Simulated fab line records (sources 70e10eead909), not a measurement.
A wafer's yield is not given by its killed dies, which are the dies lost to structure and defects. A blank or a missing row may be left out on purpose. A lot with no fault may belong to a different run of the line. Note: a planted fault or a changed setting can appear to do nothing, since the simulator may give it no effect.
Chamber matching + flow nand_harc + NHARC_A_ZERO_WELL_ETCH_13 on rie_si-04: 3 sister chambers
The step etches the open film in HBr/Cl2, target depth 120 nm, time 40.1 s. 16 wafers are shown with their chamber, then 6 later ones without.

WAFERS WITH THEIR CHAMBER
| wafer  | chamber | drypump_motor_current_A (A) | oes_product_au (a.u.) | throttle_valve_pct (%) |
|--------|---------|-----------------------------|-----------------------|------------------------|
| L075.1 | 2       | 6.0                         | 0.994                 | 26.393                 |
| L075.2 | 3       | 5.6                         | 0.997                 | 26.400                 |
| L075.6 | 2       | 6.0                         | 1.004                 | 26.406                 |
| L078.1 | 3       | 5.6                         | 1.000                 | 26.413                 |
| L078.2 | 2       | 6.0                         | 0.990                 | 26.414                 |
| L078.5 | 3       | 5.6                         | 1.001                 | 26.408                 |
| L080.1 | 0       | 5.6                         | 0.976                 | 26.420                 |
| L080.4 | 3       | 5.5                         | 1.003                 | 26.389                 |
| L080.6 | 3       | 5.5                         | 1.005                 | 26.393                 |
| L081.1 | 0       | 5.5                         | 0.985                 | 26.390                 |
| L081.2 | 2       | 6.1                         | 0.998                 | 26.393                 |
| L081.5 | 0       | 5.6                         | 0.984                 | 26.405                 |
| L086.1 | 2       | 6.0                         | 0.992                 | 26.415                 |
| L086.2 | 3       | 5.5                         | 1.000                 | 26.405                 |
| L086.4 | 0       | 5.5                         | 0.993                 | 26.403                 |
| L092.1 | 2       | 6.0                         | 0.991                 | 26.423                 |

SIGNATURES, as means of the wafers listed above
| reading                 | chamber 0 | chamber 2 | chamber 3 | scatter within a chamber |
|-------------------------|-----------|-----------|-----------|--------------------------|
| drypump_motor_current_A | 5.550     | 6.017     | 5.550     | 0.0506                   |
| oes_product_au          | 0.98450   | 0.99483   | 1.00100   | 0.00499                  |
| throttle_valve_pct      | 26.40450  | 26.40733  | 26.40133  | 0.0112                   |
Rule: for a wafer and a chamber, the distance is found by dividing, reading by reading, the gap between the wafer's reading and the chamber's mean by the reading's scatter, squaring, summing and taking the root. If the next closest chamber is less than 2 further off than the closest, the wafer can't be placed; otherwise it belongs to the closest. The scatter: the root of (the sum of the squares of (reading less its chamber's mean) over the shown wafers, divided by (wafers less chambers)).

WAFERS WITHOUT THEIR CHAMBER
| wafer  | drypump_motor_current_A (A) | oes_product_au (a.u.) | throttle_valve_pct (%) |
|--------|-----------------------------|-----------------------|------------------------|
| L092.3 | 5.6                         | 1.010                 | 26.396                 |
| L095.3 | 6.0                         | 0.999                 | 26.410                 |
| L095.5 | 5.6                         | 1.005                 | 26.389                 |
| L095.6 | 5.5                         | 0.996                 | 26.391                 |
| L096.1 | 6.0                         | 0.991                 | 26.410                 |
| L096.6 | 5.5                         | 1.005                 | 26.413                 |

WHICH CHAMBER EACH ONE RAN IN
| wafer  | from the rows above     | in truth                   |
|--------|-------------------------|----------------------------|
| L092.3 | 3                       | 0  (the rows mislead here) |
| L095.3 | 2                       | 2                          |
| L095.5 | 3                       | 3                          |
| L095.6 | can't be placed: 3 or 0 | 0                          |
| L096.1 | 2                       | 2                          |
| L096.6 | 3                       | 3                          |
Correctly placed: 4 of 6. Cannot be placed on the basis of these rows: 1; the candidates contain the true chamber in 1. Wrongly placed: 1.
